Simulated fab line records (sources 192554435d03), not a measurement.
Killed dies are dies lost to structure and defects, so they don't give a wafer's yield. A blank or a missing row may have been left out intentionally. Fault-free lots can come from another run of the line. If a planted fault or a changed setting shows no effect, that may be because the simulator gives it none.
Comparing a struck lot with a sound one -- flow n5-finfet -- 17 steps out of a route of 1938
Sound: the wafers L448.1, L448.3, L448.5. Wafers struck: L456.1, L456.3, L456.5. The cause comes at the end.
At each step with rows: each side's tool, then ch and its chambers, then its first start. Under that, the readings that differ: sound wafers -- struck wafers -- difference of the means -- sigmas: that difference in standard deviations of wafers without a fault.
alike: words and numbers the same on both sides, and readings whose means are apart by under 2 such deviations; not compared: readings that were withheld, readings missing a value for some wafer, numbers with overlapping values and no deviation given by the record, and bounds like >300 which may hide the same value.
The two part at a step that has a row with sigmas, a row that says differs or no value, or rows on one side only. When numbers do not overlap yet have no deviation, they are printed without sigmas and do not part them. Lack of a reading on every wafer of one side parts them only where that side has two or more wafers.

first, 4 steps without rows for these wafers: N5_BEOL_M2_ANNEAL_95 (time 240 s); N5_BEOL_M2_SPUTTER_96 (material Cu, target thk 4.5 nm, time 8.29 s); N5_BEOL_M2_ECD_50 (material Cu, target thk 300 nm); N5_BEOL_M2_ANNEAL_51 (time 90 s).
N5_BEOL_M2_CMP_52: polishes, stops on SiOC, t overpolish 6.8 s, target thk 40 nm.
  sound on cmp-04 ch 1,2,3, day 6 21:14; struck on cmp-03 ch 0,1,2, day 8 22:37
  alike: barrier-field-endpoint-s, edge-zone-pressure-frac, motor-current-A, overpolish-run-s, time-to-endpoint-s
N5_BEOL_M2_THK_MEAS_53: measures by xrf.
  sound on film-metro-01 at day 6 21:28; struck on film-metro-02 at day 8 22:50
  alike: M2_THK
N5_BEOL_M2_PRE_CLEAN_60: time 15 s.
  sound on cvd-co-01 ch 0,1, day 6 21:30; struck on cvd-co-01 ch 0,1, day 8 22:52
  alike: heater-power-w
  not compared: since-wet-clean-h
N5_BEOL_M2_CO_CAP_55: material Co, precursor CCTBA/H2, target thk 2 nm, time 102.1 s.
  sound on cvd-co-01 ch 0,1, day 6 21:32; struck on cvd-co-01 ch 0,1, day 8 22:55
  alike: heater-power-w
  not compared: since-wet-clean-h
then, 1 step without rows for these wafers: N5_BEOL_M2_PRE_CLEAN_56 (time 15 s).
N5_BEOL_M2_DEP_57: deposits SiCN from 3MS/NH3, target thk 8 nm, time 14 s.
  sound on pecvd-02 ch 0,2, day 6 21:40; struck on pecvd-04 ch 1,2, day 8 23:02
reading,sound,struck,difference,sigmas
showerhead-vpp-V (V),910 935 922,817 851 829,-90,-3
  alike: showerhead-plenum-p-Torr, throttle-valve-pct
  not compared: since-wet-clean-h
N5_BEOL_M2_RS_MEAS_58: uses a four-point probe to measure.
  sound on film-metro-01 at day 6 21:44; struck on film-metro-01 at day 8 23:06
  alike: M2_RS
N5_BEOL_M2_INSPECT_59: inspects for defects (darkfield).
  sound on defect-inspect-02 at day 6 21:45; struck on defect-inspect-01 at day 8 23:14
  alike: raw-defect-count
N5_BEOL_M3_ILD_DEP_00: deposits SiOC from DEMS/O2, target thk 79 nm, time 15.3 s.
  sound on pecvd-03 ch 0,1, day 6 21:47; struck on pecvd-01 ch 0,1, day 8 23:17
reading,sound,struck,difference,sigmas
showerhead-plenum-p-Torr (Torr),5.707 5.720 5.715,5.670 5.672 5.674,-0.042,-3
  alike: heater-power-w, showerhead-vpp-V, throttle-valve-pct
  not compared: since-wet-clean-h
N5_BEOL_M3_THK_MEAS_01:
  sound on film-metro-01 at day 6 21:52; struck on film-metro-01 at day 8 23:22
reading,sound,struck,difference,sigmas
M3_ILD_THK (nm),77.3 78.4 80.3,69.1 71.1 71.8,-8.0,-7
N5_BEOL_M3_PECVD_72: deposits SiO2 from TEOS/O2, target thk 16 nm, time 18 s.
  sound on pecvd-01 ch 1,2, day 6 21:53; struck on pecvd-01 ch 0,1, day 8 23:24
  alike: heater-power-w, showerhead-plenum-p-Torr, showerhead-vpp-V, throttle-valve-pct
  not compared: since-wet-clean-h
N5_BEOL_M4_RC_MEAS_101:
  sound on prober-02 ch 0, day 7 16:39; struck on prober-01 ch 0, day 10 02:05
  alike: DIBL_N, DIBL_P, IOFF_N, IOFF_P, ION_N, ION_P, SS_N, SS_P, VT_N, VT_P
-- here the record skips 4 days between the struck wafers' starts before and after, leaving off in module BEOL_M4 and picking up in module PASSIVATION (first step shown: number 1936 of the route) --
N5_PASSIVATION_PROBE_49:
  sound on prober-02 at day 12 05:05; struck on prober-01 at day 14 03:50
reading,sound,struck,difference,sigmas
killed-short,28 21 30,30 58 48,+19,+3
  alike: defect-limited-yield, killed_at_M0_to_M3, killed_at_M4_up, killed-at-contacts, killed-at-front-end, killed-at-other, killed-dies, killed-open, sort_bin_5_function, sort_bin_6_memory, sort_bin_8_speed, sort-n-pass, sort-yield-pct

WHERE THEY PART
At N5_BEOL_M2_DEP_57 first; at N5_PASSIVATION_PROBE_49 last (within this record only).

WHY: whatever the simulator had introduced
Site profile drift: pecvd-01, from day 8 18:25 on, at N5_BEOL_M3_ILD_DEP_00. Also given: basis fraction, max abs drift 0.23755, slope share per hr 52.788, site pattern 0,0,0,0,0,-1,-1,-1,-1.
